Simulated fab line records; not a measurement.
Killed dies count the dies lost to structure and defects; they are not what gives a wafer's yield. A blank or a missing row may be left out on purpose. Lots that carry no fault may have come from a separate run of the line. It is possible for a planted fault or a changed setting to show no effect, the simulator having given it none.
8D (eight disciplines) problem report, filled in by code	flow n5Finfet	the parts of the form that need people (team, actions taken, sign-off) are left out

1. THE ISSUE
At N5_ZERO_LAYER_EXPOSE_08, exposureDoseMJCm2 averages 16.456 over 6 wafers from 2 lots, while fault-free wafers read 16.191, standard deviation 0.016. Relative to the usual mean, that is a shift of +17 standard deviations.
The step: exposes mask ZERO, defocus 0 nm, target cd 2000 nm.
Earliest sighting: wafer L823.2 on krfScanner-02 at day 6 06:40. Wafers with a number at this step in the record: 33, from 11 lots. Rule for "out" (also "out of limits"): further than 4 standard deviations from the usual mean. The rest of the wafers with a number are treated as sound.

2. WHAT IT IS AND WHAT IT IS NOT
question	is	is not
which readings at this step	exposureDoseMJCm2	-
which lots	L823, L824	L805, L808, L809, L812, L814, L815, L825, L826, L827
which wafers of those lots	all that have a number	-
read on which tools	krfScanner-02	krfScanner-01
when	from day 6 06:40	up to then (18 sound wafers); but 9 sound wafers of L825, L826, L827 came after

3. SUSPECTS, AND WHAT RULES EACH OUT
Counting: a tool at any process step up to the reading remains a suspect when it ran all the lots that are out and ran no sound lot after the first of those.
- krfScanner-02 at N5_ZERO_LAYER_EXPOSE_08 (exposes mask ZERO, defocus 0 nm, target cd 2000 nm): kept. It processed each lot that is out, first L823 at day 6 06:40, and no sound lot thereafter; up to then, the last sound lot it processed was L814 at day 4 00:36. Its own exposureDoseMJCm2 readings are out on those wafers.
After counting, what remains is krfScanner-02 at N5_ZERO_LAYER_EXPOSE_08.

4. THE CAUSE (what the simulator had put in)
Process parameter drift: krfScanner-02, from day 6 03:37 on, at N5_ZERO_LAYER_EXPOSE_08. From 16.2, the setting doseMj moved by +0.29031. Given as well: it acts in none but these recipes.
Only this tool survived the counting.

5. THE EFFECT CHAIN, in route order
Each row: a reading where the mean over the struck wafers with a number is more than 3 standard deviations away from the usual. Readings are gone through only where the record gives a usual standard deviation; hours: the median, over the lots, of the time from a lot's start at the first step in this table giving one to that lot's start at this step; sigmas: the change measured in usual standard deviations.
hours	step	reading	usual	on struck wafers	change	sigmas
0	N5_ZERO_LAYER_EXPOSE_08	exposureDoseMJCm2	16.191	16.456	+0.265	+17
It contains these process steps:
- N5_ZERO_LAYER_EXPOSE_08: exposes mask ZERO, defocus 0 nm, target cd 2000 nm.

6. HOW IT WOULD HAVE BEEN CAUGHT EARLIER
3 hours passed between the start of the fault at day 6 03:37 and the first reading out of limits in this record, taken at day 6 06:40.
